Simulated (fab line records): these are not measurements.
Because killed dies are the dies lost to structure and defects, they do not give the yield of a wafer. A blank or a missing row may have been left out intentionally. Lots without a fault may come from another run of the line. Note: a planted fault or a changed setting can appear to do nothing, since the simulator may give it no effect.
Struck lot and sound lot, side by side / flow n5 finfet / 15 steps out of a route of 1938
Sound: the wafers L958.2, L958.3, L958.5. Struck: wafer L968.1; the same lot's L968.5 was not struck, so it is left out; see the end for the cause.
Each step with rows lists, per side, the tool, then ch with its chambers, then its first start. Under that, the readings that differ: sound wafers / struck wafers / difference of the means / sigmas: that difference in standard deviations of wafers without a fault.
alike: a reading whose means differ by less than 2 such deviations, as well as words and numbers matching on both sides. not compared: withheld readings; readings where some wafer has no value; bounds like >300 that might hide an equal value; numbers whose values overlap and for which the record gives no deviation.
Wherever a step has rows on one side only, a row that says differs or no value, or a row with sigmas, the two part there. Non-overlapping numbers with no deviation appear without sigmas and do not part them. A reading missing from all wafers of one side parts the sides only when that side holds two or more wafers.

first, 7 steps without rows for these wafers: N5_BEOL_M11_COAT_64 (time 60 s, resist thk 30 nm); N5_BEOL_M11_COAT_22 (resist thk 90 nm); N5_BEOL_M11_EBR_24; N5_BEOL_M11_SOFTBAKE_23 (time 60 s); N5_BEOL_M11_EXPOSE_25 (exposes mask V10); N5_BEOL_M11_PEB_26 (peb time 60 s); N5_BEOL_M11_DEVELOP_27 (develop time 30 s).
N5_BEOL_M11_CD_MEAS_28 targets a cd of 70 nm.
  sound on cd sem-02 ch 0, day 10 12:49; struck on cd sem-01 ch 0, day 14 03:56
  alike: cd nm
N5_BEOL_M11_OVL_MEAS_29:
  sound on overlay-02 ch 0, day 10 12:51; struck on overlay-01 ch 0, day 14 03:58
  alike: V10_OVL
N5_BEOL_M11_INSPECT_30: inspects for defects (brightfield).
  sound on defect inspect-01 at day 10 12:52; struck on defect inspect-02 at day 14 04:00
  alike: raw defect count
N5_BEOL_M11_DESCUM_33: chemistry O2, time 7.9 s.
  sound on rie diel-05 ch 0,1, day 10 13:26; struck on rie diel-02 ch 3, day 14 05:25
  alike: drypump motor current A, oes product au, rf vpp V, showerhead plenum p Torr, throttle valve pct
  not compared: rf hours counter h
N5_BEOL_M11_ETCH_65: etches SiARC in CF4, target depth 39 nm, time 65 s.
  sound on rie diel-05 ch 0,1, day 10 13:28; struck on rie diel-02 ch 3, day 14 05:28
  alike: drypump motor current A, etch rf on time s, mfc ar sccm, oes product au, rf vpp V, showerhead plenum p Torr, throttle valve pct
  not compared: rf hours counter h
N5_BEOL_M11_ETCH_66: etches SOC in N2/H2, target depth 120 nm, overetch 24 nm, time 180 s.
  sound on rie diel-05 ch 0,1, day 10 13:31; struck on rie diel-02 ch 3, day 14 05:31
reading=run length s (s); sound=203.5 203.5 203.2; struck=275.0; difference=+71.6; sigmas=+99 or more
reading=model.SiARC_of_BEOL_M11_COAT_64.thk nm (nm); sound=22.8 22.8 22.8; struck=19.8; difference=-3.0; sigmas=
  alike: drypump motor current A, oes product au, rf vpp V, showerhead plenum p Torr, throttle valve pct
  not compared: rf hours counter h
then, 1 step without rows for these wafers: N5_BEOL_M11_STRIP_69 (strips in N2/H2).
N5_PASSIVATION_PROBE_49:
  record: rows for the struck wafers here (prober-01, day 15 23:45), none for the sound ones

== WHERE THEY PART ==
First at N5_BEOL_M11_ETCH_66; last, within this record, at N5_PASSIVATION_PROBE_49.

WHY: what the simulator had put in
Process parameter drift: rie diel-02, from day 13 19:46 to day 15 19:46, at N5_BEOL_M11_ETCH_66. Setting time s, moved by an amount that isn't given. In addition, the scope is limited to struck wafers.
